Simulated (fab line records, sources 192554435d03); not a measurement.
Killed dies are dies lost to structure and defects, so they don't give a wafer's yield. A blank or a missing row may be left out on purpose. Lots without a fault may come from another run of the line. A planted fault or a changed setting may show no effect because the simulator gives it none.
Which tool did it? | flow n5_finfet | 24 lots, 72 wafers sampled, at 3 steps of a route of 1938

WHAT THE GAUGES READ, wafer by wafer
N5_BEOL_M12_OVL_MEAS_29. Usual: M12_OVL -2 nm, standard deviation 5.2.
lot  | measured     | on         | M12_OVL (nm) | flag
L074 | day 9 22:54  | overlay-02 | -13 -2 -10   |
L075 | day 10 16:17 | overlay-01 | -7 -5 1      |
L077 | day 11 04:31 | overlay-01 | -4 -3 0      |
L076 | day 11 04:50 | overlay-02 | -4 -8 -5     |
L078 | day 11 20:48 | overlay-01 | 0 5 3        |
L080 | day 11 21:05 | overlay-02 | 4 -13 -4     |
L079 | day 11 22:23 | overlay-01 | -4 -6 -3     |
L081 | day 12 00:36 | overlay-01 | -10 -9 -8    |
L082 | day 12 20:27 | overlay-02 | 3 -2 -2      |
L083 | day 13 02:27 | overlay-01 | -7 -14 -4    |
L084 | day 13 04:31 | overlay-02 | 3 -2 6       |
L085 | day 13 07:45 | overlay-02 | -4 -11 -1    |
L086 | day 13 09:07 | overlay-01 | -3 -6 1      |
L087 | day 13 13:11 | overlay-02 | -8 -1 -1     |
L088 | day 14 07:20 | overlay-02 | 0 -1 -2      |
L089 | day 14 08:52 | overlay-01 | -3 -3 -4     |
L090 | day 14 15:23 | overlay-01 | -8 -8 -9     |
L091 | day 15 06:25 | overlay-01 | 6 6 4        |
L092 | day 15 14:40 | overlay-01 | 6 2 2        |
L095 | day 15 23:31 | overlay-01 | -1 -5 -3     |
L097 | day 15 23:50 | overlay-02 | -4 -10 -6    |
L094 | day 16 04:53 | overlay-01 | -7 -6 -9     |
L093 | day 16 05:35 | overlay-01 | 7 1 -3       |
L096 | day 16 18:50 | overlay-01 | 8 6 6        |

WHICH TOOL RAN EACH LOT (tool, then ch and the chambers of the sampled wafers, then the start)
lot  | N5_BEOL_M11_ETCH_41                           | N5_BEOL_M11_PRE_CLEAN_45
L074 | rie_diel-06 ch 0,2,3, day 9 18:29 or earlier  | pvd_sputter-03, day 9 18:29
L075 | rie_diel-01 ch 1,2, day 10 12:38 or earlier   | pvd_sputter-01, day 10 12:38
L077 | rie_diel-06 ch 0,3, day 11 00:23 or earlier   | pvd_sputter-01, day 11 00:23
L076 | rie_diel-06 ch 1,2, day 11 01:43 or earlier   | pvd_sputter-02, day 11 01:43
L078 | rie_diel-06 ch 0,1, day 11 17:18 or earlier   | pvd_sputter-03, day 11 17:18
L080 | rie_diel-01 ch 0,2,3, day 11 17:33 or earlier | pvd_sputter-03, day 11 17:33
L079 | rie_diel-01 ch 0,3, day 11 17:44 or earlier   | pvd_sputter-01, day 11 17:44
L081 | rie_diel-02 ch 0,1,3, day 11 20:37 or earlier | pvd_sputter-01, day 11 20:37
L082 | rie_diel-02 ch 0,1,3, day 12 15:36 or earlier | pvd_sputter-03, day 12 15:36
L083 | rie_diel-01 ch 0,1, day 12 23:08 or earlier   | pvd_sputter-03, day 12 23:08
L084 | rie_diel-02 ch 1,2,3, day 13 01:35 or earlier | pvd_sputter-02, day 13 01:35
L085 | rie_diel-02 ch 1,2,3, day 13 04:33 or earlier | pvd_sputter-01, day 13 04:33
L086 | rie_diel-02 ch 1,3, day 13 05:38 or earlier   | pvd_sputter-02, day 13 05:38
L087 | rie_diel-01 ch 1,2,3, day 13 06:09 or earlier | pvd_sputter-03, day 13 06:09
L088 | rie_diel-02 ch 2,3, day 14 04:11 or earlier   | pvd_sputter-03, day 14 04:11
L089 | rie_diel-02 ch 1,3, day 14 05:37 or earlier   | pvd_sputter-01, day 14 05:37
L090 | rie_diel-06 ch 0,3, day 14 11:35 or earlier   | pvd_sputter-02, day 14 11:35
L091 | rie_diel-01 ch 0,1,2, day 15 03:08 or earlier | pvd_sputter-02, day 15 03:08
L092 | rie_diel-06 ch 1,2,3, day 15 11:37 or earlier | pvd_sputter-03, day 15 11:37
L095 | rie_diel-02 ch 0,1,3, day 15 20:16 or earlier | pvd_sputter-02, day 15 20:16
L097 | rie_diel-01 ch 1,3, day 15 20:35 or earlier   | pvd_sputter-02, day 15 20:35
L094 | rie_diel-01 ch 2,3, day 16 01:05 or earlier   | pvd_sputter-03, day 16 01:05
L093 | rie_diel-02 ch 0,2,3, day 16 01:05 or earlier | pvd_sputter-02, day 16 01:05
L096 | rie_diel-06 ch 1,2,3, day 16 13:42 or earlier | pvd_sputter-01, day 16 13:42
- N5_BEOL_M11_ETCH_41: etches SiCN in CH3F/O2, target depth 42.6 nm, time 86 s.
- N5_BEOL_M11_PRE_CLEAN_45: time 30 s.

WHAT THE TOOLS THEMSELVES READ (means of the sampled wafers that have a number; where no wafer has one, the mark that the record gives instead)
N5_BEOL_M11_ETCH_41. Usual: drypump_motor_current_A 5.7 A, standard deviation 0.5; oes_product_au 0.81 a.u., standard deviation 0.091; rf_vpp_V 296.9 V, standard deviation 1.6; showerhead_plenum_p_Torr 1.98 Torr, standard deviation 0.062; throttle_valve_pct 16.20 %, standard deviation 0.17.
lot  | tool        | drypump_motor_current_A (A) | oes_product_au (a.u.) | rf_vpp_V (V) | showerhead_plenum_p_Torr (Torr) | throttle_valve_pct (%) | flag
L074 | rie_diel-06 | 5.8                         | 0.82                  | 297.5        | 1.96                            | 16.08                  |
L075 | rie_diel-01 | 5.5                         | 0.76                  | 296.6        | 1.92                            | 16.05                  |
L077 | rie_diel-06 | 5.8                         | 0.88                  | 295.7        | 1.95                            | 16.05                  |
L076 | rie_diel-06 | 6.3                         | 0.79                  | 298.9        | 2.06                            | 16.27                  |
L078 | rie_diel-06 | 6.1                         | 0.87                  | 297.6        | 2.00                            | 16.12                  |
L080 | rie_diel-01 | 5.1                         | 0.77                  | 296.9        | 1.98                            | 16.26                  |
L079 | rie_diel-01 | 5.0                         | 0.78                  | 296.3        | 1.97                            | 16.26                  |
L081 | rie_diel-02 | 5.8                         | 0.76                  | 297.0        | 1.99                            | 16.35                  |
L082 | rie_diel-02 | 5.9                         | 0.76                  | 297.5        | 1.99                            | 16.37                  |
L083 | rie_diel-01 | 5.8                         | 0.72                  | 295.7        | 1.96                            | 16.25                  |
L084 | rie_diel-02 | 5.9                         | 0.81                  | 296.8        | 1.99                            | 16.29                  |
L085 | rie_diel-02 | 5.9                         | 0.82                  | 297.1        | 1.99                            | 16.30                  |
L086 | rie_diel-02 | 5.9                         | 0.82                  | 296.9        | 1.99                            | 16.30                  |
L087 | rie_diel-01 | 5.1                         | 0.76                  | 296.5        | 1.92                            | 16.11                  |
L088 | rie_diel-02 | 5.7                         | 0.73                  | 297.9        | 2.01                            | 16.37                  |
L089 | rie_diel-02 | 5.9                         | 0.80                  | 296.9        | 1.99                            | 16.31                  |
L090 | rie_diel-06 | 5.8                         | 0.85                  | 296.3        | 1.95                            | 16.09                  |
L091 | rie_diel-01 | 5.5                         | 0.73                  | 296.6        | 1.97                            | 16.28                  |
L092 | rie_diel-06 | 6.0                         | 0.85                  | 298.2        | 2.00                            | 16.07                  |
L095 | rie_diel-02 | 5.8                         | 0.92                  | 296.7        | 1.99                            | 16.09                  |
L097 | rie_diel-01 | 5.1                         | 0.74                  | 295.9        | 1.91                            | 16.15                  |
L094 | rie_diel-01 | 4.8                         | 0.76                  | 295.4        | 1.92                            | 16.15                  |
L093 | rie_diel-02 | 5.8                         | 0.93                  | 296.9        | 1.98                            | 16.09                  |
L096 | rie_diel-06 | 6.0                         | 0.84                  | 297.4        | 2.00                            | 16.08                  |

N5_BEOL_M11_PRE_CLEAN_45. Usual: heater_power_w 350 W, standard deviation 30; susceptor_temp_C 250.02 C, standard deviation 0.17.
lot  | tool           | heater_power_w (W) | susceptor_temp_C (C) | flag
L074 | pvd_sputter-03 | 336                | 250.00               |
L075 | pvd_sputter-01 | 346                | 250.15               |
L077 | pvd_sputter-01 | 336                | 249.90               |
L076 | pvd_sputter-02 | 379                | 249.89               |
L078 | pvd_sputter-03 | 342                | 249.91               |
L080 | pvd_sputter-03 | 349                | 250.14               |
L079 | pvd_sputter-01 | 353                | 250.12               |
L081 | pvd_sputter-01 | 346                | 250.01               |
L082 | pvd_sputter-03 | 347                | 249.99               |
L083 | pvd_sputter-03 | 335                | 250.06               |
L084 | pvd_sputter-02 | 338                | 249.92               |
L085 | pvd_sputter-01 | 346                | 250.20               |
L086 | pvd_sputter-02 | 342                | 249.98               |
L087 | pvd_sputter-03 | 339                | 249.91               |
L088 | pvd_sputter-03 | 335                | 249.95               |
L089 | pvd_sputter-01 | 347                | 250.01               |
L090 | pvd_sputter-02 | 369                | 249.96               |
L091 | pvd_sputter-02 | 364                | 249.99               |
L092 | pvd_sputter-03 | 339                | 250.04               |
L095 | pvd_sputter-02 | 393                | 250.08               |
L097 | pvd_sputter-02 | 343                | 249.87               |
L094 | pvd_sputter-03 | 347                | 249.94               |
L093 | pvd_sputter-02 | 331                | 250.01               |
L096 | pvd_sputter-01 | 338                | 250.23               |

THE ANSWER, worked out from the rows above alone
Rule: a lot is off if the mean of its wafers that have a number lies more than 3 standard deviations from the usual mean. A lot without any number at a reading at which 4 lots or more have one is off too. The other lots that the step has rows for count as sound. The gauges are gone through in route order, then the tools' own readings, and for those a lot's mean is taken as printed above. The first step at which some lot is off is used, and at that step the reading that is off furthest; a lot without a number counts as furthest.
No lot is off at any reading shown: from this, nothing can be told.

WHAT THE SIMULATOR HAD PUT IN
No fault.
